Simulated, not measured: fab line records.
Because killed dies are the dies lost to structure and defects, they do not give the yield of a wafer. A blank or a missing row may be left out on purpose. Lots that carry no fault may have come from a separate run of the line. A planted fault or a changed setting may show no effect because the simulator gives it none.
fab line records ; flow nand-harc
[record] lots = 5; wafers = 14; last-day = 24
route steps=1159 shown A_ONON_D1@432
lots that met no fault: taken from a fault-free run of the same line
start-h: hours from the record's first day to the start of the lot's first wafer shown ; wait-h: hours since the lot's step before ; " identical to the entry in the row above ; L1.1+2: a row that stands for several wafers ; - no value present, or no start provided ; * or withheld: withheld ; < > ~ a bound
route shown NAME@n: a module of which the file shows steps, and the number in the route of the first ; usual: mean/standard deviation taken from wafers without a fault ; same: alike in all rows ; chamber/n: place in a boat ; sites: per-site readings ; _std_site: the standard deviation of these ; _edge_site: inner sites' mean taken away from outer sites' mean ; radius-mm: for every site, how far away it sits from the centre of the wafer ; mask NAME#n: copy n ; behind: tool/chamber where the wafer was last shaped ; hold: the reason the lot was held/the length of the hold in hours/how it ended ; device: the n, p or np transistor that did not switch ; end of line: the route-end tests of the same wafers ; where a step has no rows: the recipe by itself ; killed: dies lost to structure and defects at the first sort, not the wafer's yield ; map: a wafer's dies, x killed, . not, _ none there
set.NAME: the run value of the setting; set.NAME@STEP: its run value at that earlier step ; model.NAME: the simulator's own value behind a step, which no gauge read
lots seen at some steps along the route; tables by step, rows by wafer
services: from which hour (start-h, from the record's first day; less than 0 if before it) a tool's chamber was out of use, for how many hours, and why
[[steps]]
[step NHARC_A_ONON_D1_DEP_12]
[recipe] target-thk-a = 10000; n2-flow-sccm = 2750; n2o-flow-sccm = 2000; nh3-flow-sccm = 500; sih4-flow-sccm = 210; temp-c = 400
[step NHARC_A_ONON_D1_THK_MEAS_14]
[recipe] thk-meas-gauge = ellipsometry
[usual] thk-nm = 999/10
lot.wafer;tool;chamber;start-h;wait-h;thk-nm
L182.2;film-metro-02;-;182.09;-;1004
L182.4;film-metro-02;-;182.09;-;1005
L182.6;film-metro-02;-;182.09;-;1003
L190.3;film-metro-01;-;226.83;-;995
L190.4;film-metro-01;-;226.83;-;993
L190.6;film-metro-01;-;226.83;-;995
L192.3;film-metro-02;-;234.78;-;1012
L192.4;film-metro-02;-;234.78;-;1012
L192.5;film-metro-02;-;234.78;-;1012
L191.1;film-metro-01;-;234.81;-;1009
L191.6;film-metro-01;-;234.81;-;1009
L201.1;film-metro-02;-;288.05;-;995
L201.3;film-metro-02;-;288.05;-;995
L201.6;film-metro-02;-;288.05;-;995
[step NHARC_A_ONON_D1_ANNEAL_15]
[recipe] temp-c = 750; time-s = 3600
[step NHARC_A_ONON_D1_DEP_16]
[recipe] target-thk-a = 10000; n2-flow-sccm = 2750; n2o-flow-sccm = 2000; nh3-flow-sccm = 500; sih4-flow-sccm = 210; temp-c = 400
[step NHARC_A_ONON_D1_THK_MEAS_18]
[recipe] thk-meas-gauge = ellipsometry
[usual] thk-nm = 1003/11
lot.wafer;tool;chamber;start-h;wait-h;thk-nm
L182.2;film-metro-01;-;189.21;-;1009
L182.4;film-metro-01;-;189.21;-;1008
L182.6;film-metro-01;-;189.21;-;1010
L190.3;film-metro-02;-;233.96;-;994
L190.4;film-metro-02;-;233.96;-;992
L190.6;film-metro-02;-;233.96;-;994
L191.1;film-metro-02;-;241.93;-;1018
L191.6;film-metro-02;-;241.93;-;1019
L192.3;film-metro-01;-;241.93;-;1025
L192.4;film-metro-01;-;241.93;-;1025
L192.5;film-metro-01;-;241.93;-;1024
L201.1;film-metro-02;-;295.25;-;1011
L201.3;film-metro-02;-;295.25;-;1010
L201.6;film-metro-02;-;295.25;-;1011
[step NHARC_A_ONON_D1_DEP_19]
[recipe] target-thk-a = 10000; n2-flow-sccm = 2750; n2o-flow-sccm = 2000; nh3-flow-sccm = 500; sih4-flow-sccm = 210; temp-c = 400
[step NHARC_A_ONON_D1_THK_MEAS_21]
[recipe] thk-meas-gauge = ellipsometry
[usual] thk-nm = 997/8.5
lot.wafer;tool;chamber;start-h;wait-h;thk-nm
L182.2;film-metro-02;-;189.77;-;1002
L182.4;film-metro-02;-;189.77;-;1000
L182.6;film-metro-02;-;189.77;-;1001
L190.3;film-metro-01;-;234.53;-;977
L190.4;film-metro-01;-;234.53;-;977
L190.6;film-metro-01;-;234.53;-;980
L191.1;film-metro-01;-;242.49;-;992
L191.6;film-metro-01;-;242.49;-;994
L192.3;film-metro-02;-;242.50;-;996
L192.4;film-metro-02;-;242.50;-;997
L192.5;film-metro-02;-;242.50;-;997
L201.1;film-metro-01;-;295.82;-;1004
L201.3;film-metro-01;-;295.82;-;1004
L201.6;film-metro-01;-;295.82;-;1004
[step NHARC_A_ONON_D1_DEP_22]
[recipe] target-thk-a = 10000; n2-flow-sccm = 2750; n2o-flow-sccm = 2000; nh3-flow-sccm = 500; sih4-flow-sccm = 210; temp-c = 400
[step NHARC_A_ONON_D1_THK_MEAS_24]
[recipe] thk-meas-gauge = ellipsometry
[usual] thk-nm = 998/9.6
lot.wafer;tool;chamber;start-h;wait-h;thk-nm
L182.2;film-metro-02;-;190.34;-;997
L182.4;film-metro-02;-;190.34;-;996
L182.6;film-metro-02;-;190.34;-;993
L190.3;film-metro-02;-;235.12;-;994
L190.4;film-metro-02;-;235.12;-;994
L190.6;film-metro-02;-;235.12;-;993
L191.1;film-metro-01;-;243.05;-;1006
L191.6;film-metro-01;-;243.05;-;1007
L192.3;film-metro-02;-;243.07;-;1000
L192.4;film-metro-02;-;243.07;-;1002
L192.5;film-metro-02;-;243.07;-;1001
L201.1;film-metro-02;-;296.39;-;1010
L201.3;film-metro-02;-;296.39;-;1012
L201.6;film-metro-02;-;296.39;-;1009
[step NHARC_A_ONON_D1_DEP_25]
[recipe] target-thk-a = 10000; n2-flow-sccm = 2750; n2o-flow-sccm = 2000; nh3-flow-sccm = 500; sih4-flow-sccm = 210; temp-c = 400
[step NHARC_A_ONON_D1_THK_MEAS_27]
[recipe] thk-meas-gauge = ellipsometry
[usual] thk-nm = 1001/9.4
lot.wafer;tool;chamber;start-h;wait-h;thk-nm
L182.2;film-metro-01;-;190.90;-;996
L182.4;film-metro-01;-;190.90;-;993
L182.6;film-metro-01;-;190.90;-;996
L190.3;film-metro-01;-;235.69;-;1004
L190.4;film-metro-01;-;235.69;-;1003
L190.6;film-metro-01;-;235.69;-;1002
L191.1;film-metro-02;-;243.65;-;1008
L191.6;film-metro-02;-;243.65;-;1009
L192.3;film-metro-01;-;243.68;-;1013
L192.4;film-metro-01;-;243.68;-;1012
L192.5;film-metro-01;-;243.68;-;1014
L201.1;film-metro-02;-;296.95;-;1001
L201.3;film-metro-02;-;296.95;-;999
L201.6;film-metro-02;-;296.95;-;1001
[step NHARC_A_ONON_D1_DEP_28]
[recipe] target-thk-a = 10000; n2-flow-sccm = 2750; n2o-flow-sccm = 2000; nh3-flow-sccm = 500; sih4-flow-sccm = 210; temp-c = 400
lot.wafer;tool;chamber;start-h;wait-h
L182.2+4+6;pecvd-onon-02;0;191.02;0.1
L190.3+4+6;pecvd-onon-01;0;235.85;0.2
L191.1+6;pecvd-onon-01;0;243.70;0.1
L192.3+4+5;pecvd-onon-03;0;243.85;0.2
L201.1+3+6;pecvd-onon-03;0;297.01;0.1
[step NHARC_A_ONON_D1_THK_MEAS_30]
[recipe] thk-meas-gauge = ellipsometry
[usual] thk-nm = 995/10
lot.wafer;tool;chamber;start-h;wait-h;thk-nm
L182.2;film-metro-01;-;191.47;-;997
L182.4;film-metro-01;-;191.47;-;996
L182.6;film-metro-01;-;191.47;-;995
L190.3;film-metro-02;-;236.25;-;996
L190.4;film-metro-02;-;236.25;-;996
L190.6;film-metro-02;-;236.25;-;996
L191.1;film-metro-01;-;244.21;-;468
L191.6;film-metro-01;-;244.21;-;978
L192.3;film-metro-01;-;244.27;-;995
L192.4;film-metro-01;-;244.27;-;996
L192.5;film-metro-01;-;244.27;-;997
L201.1;film-metro-01;-;297.54;-;988
L201.3;film-metro-01;-;297.54;-;989
L201.6;film-metro-01;-;297.54;-;986
[step NHARC_A_ONON_D1_DEP_33]
[recipe] target-thk-a = 2000; temp-c = 400; pressure-torr = 6.5; rf-w = 900; teos-flow-sccm = 161.4; flow-sccm = 2650; target-thk-nm = 200; gas = O2; material = SiO2
[usual] heater-power-outer-w = 285/46; heater-power-w = 523/57; throttle-valve-pct = 15.9/0.52
lot.wafer;tool;chamber;start-h;wait-h;heater-power-outer-w;heater-power-w;throttle-valve-pct
L182.2;pecvd-02;2;191.57;0.1;207;436;15.4
L182.4;pecvd-02;1;191.57;0.1;349;606;16.0
L182.6;pecvd-02;0;191.57;0.1;229;480;16.2
L190.3;pecvd-03;0;236.30;0.1;301;536;16.3
L190.4;pecvd-03;0;236.30;0.1;306;538;16.3
L190.6;pecvd-03;2;236.30;0.1;278;508;15.7
L191.1;pecvd-03;0;244.31;0.1;208;423;16.3
L191.6;pecvd-03;1;244.31;0.1;294;522;15.6
L192.3;pecvd-02;0;244.41;0.1;243;483;16.3
L192.5;pecvd-02;2;244.41;0.1;270;501;15.3
L192.4;pecvd-02;0;244.41;0.1;247;510;16.9
L201.1;pecvd-02;2;297.60;0.1;240;473;15.5
L201.3;pecvd-02;1;297.60;0.1;267;487;16.2
L201.6;pecvd-02;2;297.60;0.1;249;469;15.6
[[services]]
tool;chamber;start-h;hours;kind
pecvd-02;-;170.52;0.4;repair
pecvd-onon-01;-;195.00;13.0;pm
pecvd-02;0;207.03;5.3;repair
pecvd-02;-;211.36;0.4;repair
pecvd-02;-;235.98;0.8;repair
pecvd-onon-03;-;246.56;2.9;repair
pecvd-02;1;274.46;5.7;repair
pecvd-onon-03;-;286.80;1.2;repair
pecvd-onon-02;-;292.00;13.0;pm
pecvd-03;-;292.37;13.0;pm
pecvd-03;0;292.37;13.0;vent-cycle
pecvd-03;1;292.37;13.0;vent-cycle
pecvd-03;2;292.37;13.0;vent-cycle
[[key]]
[first-sign] step = NHARC_A_ONON_D1_THK_MEAS_30; reading = thk-nm; direction = down; sigmas = 53; usual = 995; struck = 468
effect none on later readings
met-at NHARC_A_ONON_D1_DEP_28
struck-wafers L191.1
later-rows-left-out L191.1
sort-left-out L191.1
tester-left-out L191
onset-between 235.85 243.70
[fault] kind = process-parameter-drift; tool = pecvd-onon-01; chamber = -; onset-h = 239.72; steps = NHARC_A_ONON_D1_DEP_28; channel = target-thk-a; offset = *; shape = step; end-h = 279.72; scope = struck-wafers-only; acts-in = *; stated = *
// tester-left-out: of these lots the tester's yield and bins aren't shown, on N5 and GAA mostly nor the transistor test; their killed dies are dies lost to structure and defects alone, not to doping, threshold or leakage, so they don't give the yield
// sort-left-out: the simulated sort isn't trusted on such a fault, so these wafers' sort isn't shown, and their yield isn't known
// later-rows-left-out: the simulator's readings of these wafers behind a module that went badly wrong aren't trusted and aren't shown, but for the sort
